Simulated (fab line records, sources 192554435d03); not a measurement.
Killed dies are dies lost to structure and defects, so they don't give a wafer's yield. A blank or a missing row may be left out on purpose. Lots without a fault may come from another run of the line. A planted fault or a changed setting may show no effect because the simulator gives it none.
A struck lot beside a sound one | flow n5_finfet | 15 steps out of a route of 1938
Sound: wafers L557.2, L557.3, L557.5. Struck: wafer L564.6. (L564.1, L564.5 of the same lot were not struck and are left out.) The cause comes at the end.
At each step with rows: each side's tool, then ch and its chambers, then its first start. Under that, the readings that differ: sound wafers | struck wafers | difference of the means | sigmas: that difference in standard deviations of wafers without a fault.
alike: readings whose means differ by less than 2 such deviations, and words and numbers that are the same on both sides. not compared: withheld readings, readings that some wafer has no value for, bounds like >300 that may hide the same value, and numbers for which the record gives no deviation and whose values overlap.
The two part at a step that has a row with sigmas, a row that says differs or no value, or rows on one side only. Numbers that don't overlap but have no deviation are shown without sigmas and don't part them. A reading that every wafer of one side lacks parts them only if that side has two wafers or more.

N5_HKMG_FIN_STRIP_60: strips in N2/H2, time 360 s.
  sound on plasma_asher-01 ch 0,1, day 4 18:13; struck on plasma_asher-01 ch 0, day 6 12:08
  alike: drypump_motor_current_A, heater_power_w, temp_c
  not compared: rf_hours_counter_h
then, 2 steps without rows for these wafers: N5_HKMG_FIN_WET_ETCH_77 (etches La2O3 in dHCl, stops on HfO2, target depth 2 nm); N5_HKMG_FIN_WET_ETCH_78 (etches Al2O3 in dNH4OH, stops on La2O3, target depth 4.5 nm, rinse time 30 s).
N5_HKMG_FIN_ALD_79: deposits TiN, target thk 1.5 nm, pulse time 1 s, purge time 3 s.
  sound on ald_metal-03 ch 1,3, day 4 18:42; struck on ald_metal-04 ch 1, day 6 12:39
  alike: chamber_pressure_Torr, heater_power_w, precursor_pulse_height_rel
  not compared: co_reactant_pulse_time_s
N5_HKMG_FIN_CVD_62: deposits a-Si from Si2H6, target thk 3 nm, time 20.8 s.
  sound on thermal_cvd_si-01 ch 0,1,2, day 4 19:04; struck on thermal_cvd_si-02 ch 2, day 6 13:01
  alike: chamber_pressure_Torr, heater_power_w
then, 5 steps without rows for these wafers: N5_HKMG_FIN_RTA_80 (time 2 s); N5_HKMG_FIN_PRECLEAN_64 (cleans in dHF, time 30 s); N5_HKMG_FIN_WET_ETCH_65 (etches a-Si in TMAH, stops on TiN, time 49 s, target depth 3 nm); N5_HKMG_FIN_WET_ETCH_81 (etches TiN in SC1, stops on HfO2, time 57 s, target depth 6 nm); N5_HKMG_FIN_WET_ETCH_82 (etches La2O3 in dHCl, stops on HfO2, target depth 2 nm, rinse time 30 s).
N5_HKMG_FIN_ALD_36: deposits TiN, target thk 1 nm, pulse time 1 s, purge time 3 s.
  sound on ald_metal-04 ch 0,3, day 4 19:28; struck on ald_metal-03 ch 1, day 6 13:25
  alike: chamber_pressure_Torr, heater_power_w, precursor_pulse_height_rel
  not compared: co_reactant_pulse_time_s
N5_HKMG_FIN_THK_MEAS_70: measures by xrf.
  sound on film_metro-01, day 4 19:44; struck on film_metro-01, day 6 13:42
  alike: HK_THK
N5_HKMG_FIN_PWFM_ALD_03: deposits TiN, target thk 2 nm, pulse time 1 s, purge time 3 s.
  sound on ald_metal-04 ch 0,1,2, day 4 19:47; struck on ald_metal-04 ch 2, day 6 13:44
  reading                      | sound | struck | difference | sigmas
  co_reactant_pulse_time_s (s) | 2 2 2 | 2.4646 | +0.4646    |
  alike: chamber_pressure_Torr, heater_power_w, precursor_pulse_height_rel
then, 1 step without rows for these wafers: N5_HKMG_FIN_COAT_29 (time 60 s, resist thk 300 nm).
-- the record jumps here: 4 days lie between the struck wafers' starts before and after (it left off in module HKMG_FIN and takes up again in module BEOL_M4, whose first step shown is number 1111 of the route) --
N5_BEOL_M4_RC_MEAS_101:
  sound on prober-02 ch 0, day 8 17:55; struck on prober-02 ch 0, day 10 03:53
  alike: DIBL_N, DIBL_P, IOFF_N, IOFF_P, ION_N, ION_P, SS_N, SS_P, VT_N, VT_P

WHERE THEY PART
Nowhere in this record.

WHY: what the simulator had put in
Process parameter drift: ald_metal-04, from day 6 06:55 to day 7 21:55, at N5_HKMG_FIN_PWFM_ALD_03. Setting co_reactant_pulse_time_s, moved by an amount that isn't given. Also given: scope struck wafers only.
